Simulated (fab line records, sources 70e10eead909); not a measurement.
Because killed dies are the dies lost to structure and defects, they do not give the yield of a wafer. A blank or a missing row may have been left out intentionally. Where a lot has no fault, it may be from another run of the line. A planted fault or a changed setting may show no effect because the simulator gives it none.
A struck lot beside a sound one / flow nand_harc / 39 steps out of a route of 1159
Sound: these wafers, L473.3, L473.4, L473.5. Struck: wafer L478.6 (L478.2, L478.3, from the same lot, were not struck and are left out); the cause is given at the end.
Per side, at each step with rows, come the tool, then ch with its chambers, and then its first start. Under that, the readings that differ: sound wafers / struck wafers / difference of the means / sigmas: that difference in standard deviations of wafers without a fault.
alike: same words and numbers on both sides, and readings whose means sit less than 2 such deviations apart. not compared: any withheld reading, any reading some wafer has no value for, any bound like >300 that may hide the same value, and any number with overlapping values for which the record gives no deviation.
Wherever a step has rows on one side only, a row that says differs or no value, or a row with sigmas, the two part there. When numbers do not overlap yet have no deviation, they are printed without sigmas and do not part them. A reading that every wafer of one side lacks parts them only if that side has two wafers or more.

first, 4 steps without rows for these wafers: NHARC_A_BONDPAD_EBR_05; NHARC_A_BONDPAD_EXPOSE_06 (exposes mask A BPAD); NHARC_A_BONDPAD_PEB_07 (peb time 80 s); NHARC_A_BONDPAD_DEVELOP_08 (time 50 s).
NHARC_A_BONDPAD_CD_MEAS_09: target cd 500 nm.
  sound on cd_sem-03 ch 0, day 19 06:08; struck on cd_sem-03 ch 0, day 20 16:17
  alike: cd_nm
NHARC_A_BONDPAD_OVL_MEAS_35:
  sound on overlay-02 at day 19 06:13; struck on overlay-02 at day 20 16:22
reading=overlay_y_nm (nm); sound=9 8 8; struck=-8; difference=-16; sigmas=-2
  alike: overlay_x_nm
then, 2 steps without rows for these wafers: NHARC_A_BONDPAD_HARDBAKE_10 (time 65 s); NHARC_A_BONDPAD_DESCUM_11 (chemistry O2, time 3 s).
NHARC_A_BONDPAD_ETCH_34: etches the open film in N2/H2, target depth 60 nm, overetch 18 nm, time 65.91 s.
  sound on rie_diel-03 ch 0,1,3, day 19 06:26; struck on rie_diel-06 ch 1, day 20 16:34
reading=showerhead_plenum_p_Torr (Torr); sound=2.18 1.91 2.11; struck=1.92; difference=-0.15; sigmas=-2
  alike: drypump_motor_current_A, oes_product_au, rf_vpp_V, throttle_valve_pct
  not compared: rf_hours_counter_h
then, 1 step without rows for these wafers: NHARC_A_BONDPAD_ETCH_12 (etches the open film in CHF3/O2, target depth 220 nm, time 110 s).
NHARC_A_BONDPAD_CD_MEAS_13:
  sound on cd_sem-02 at day 19 06:40; struck on cd_sem-03 at day 20 16:49
  alike: cd_nm
then, 1 step without rows for these wafers: NHARC_A_BONDPAD_STRIP_15 (strips in O2).
NHARC_A_BONDPAD_ETCH_24: etches the open film in CF4/N2, target depth 30 nm, time 72.99 s.
  sound on rie_diel-03 ch 0,1,3, day 19 06:53; struck on rie_diel-06 ch 0, day 20 17:02
  alike: drypump_motor_current_A, oes_product_au, rf_vpp_V, showerhead_plenum_p_Torr, throttle_valve_pct
  not compared: rf_hours_counter_h
then, 1 step without rows for these wafers: NHARC_A_BONDPAD_STRIP_16 (strips in post etch residue remover, time 600 s).
NHARC_A_BONDPAD_DEGAS_25: time 60 s.
  sound on pvd_sputter-01 at day 19 07:17; struck on pvd_sputter-02 at day 20 17:26
  alike: heater_power_w
NHARC_A_BONDPAD_PRE_CLEAN_26: time 30 s.
  sound on pvd_sputter-01; struck on pvd_sputter-02
  alike: heater_power_w
NHARC_A_BONDPAD_PVD_17: deposits TaN, target thk 5 nm, time 8.06 s.
  sound on pvd_sputter-01; struck on pvd_sputter-02
  alike: throttle_valve_pct
then, 4 steps without rows for these wafers: NHARC_A_BONDPAD_PVD_27 (deposits Cu, target thk 30 nm, time 20.49 s); NHARC_A_BONDPAD_ECD_18 (material Cu, target thk 400 nm); NHARC_A_BONDPAD_ANNEAL_28 (time 90 s); NHARC_A_BONDPAD_CMP_19 (polishes, t overpolish 30 s, cu recess touch 16 s, target thk 169.8 nm).
NHARC_A_BONDPAD_THK_MEAS_20: measures by xrf.
  sound on film_metro-02 at day 19 08:51; struck on film_metro-01 at day 20 18:50
  alike: thk_nm
then, 6 steps without rows for these wafers: NHARC_A_BONDPAD_SRD_21 (time 30 s, dry time 20 s); NHARC_HYBRID_BOND_ACTIVATE_00 (chemistry N2, time 60 s); NHARC_HYBRID_BOND_PRECLEAN_01 (cleans in DIW, time 300 s); NHARC_HYBRID_BOND_SRD_02 (time 30 s, dry time 20 s); NHARC_HYBRID_BOND_BOND_03; NHARC_HYBRID_BOND_ANNEAL_04 (time 7200 s).
NHARC_HYBRID_BOND_OVL_MEAS_05:
  sound on overlay-02 at day 19 18:52; struck on overlay-01 at day 21 02:25
  alike: overlay_x_nm, overlay_y_nm
then, 2 steps without rows for these wafers: NHARC_THIN_TSV_GRIND_00; NHARC_THIN_TSV_CMP_01 (polishes).
NHARC_THIN_TSV_THK_MEAS_02: measures by ir.
  sound on film_metro-02 at day 19 20:32; struck on film_metro-01 at day 21 05:21
  alike: thk_nm
then, 3 steps without rows for these wafers: NHARC_THIN_TSV_SRD_03; NHARC_THIN_TSV_PRECLEAN_41 (cleans in SC1); NHARC_THIN_TSV_SRD_42.
NHARC_THIN_TSV_DEP_43: deposits SiO2, target thk 1328.5 nm.
  sound on pecvd-01 ch 0,1, day 19 20:50; struck on pecvd-01 ch 2, day 21 05:37
  alike: chamber_pressure_Torr, throttle_valve_pct
  not compared: since_wet_clean_h
then, 2 steps without rows for these wafers: NHARC_THIN_TSV_DEHYDRATE_04 (time 120 s); NHARC_THIN_TSV_HMDS_05 (time 30 s).
NHARC_END_SORT_01:
  only the struck wafers appear in the record here, on prober-02 ch 0 at day 22 02:03; the sound ones have no rows

== WHERE THEY PART ==
First at NHARC_A_BONDPAD_OVL_MEAS_35; last, within this record, at NHARC_END_SORT_01.

WHY: what the simulator had put in
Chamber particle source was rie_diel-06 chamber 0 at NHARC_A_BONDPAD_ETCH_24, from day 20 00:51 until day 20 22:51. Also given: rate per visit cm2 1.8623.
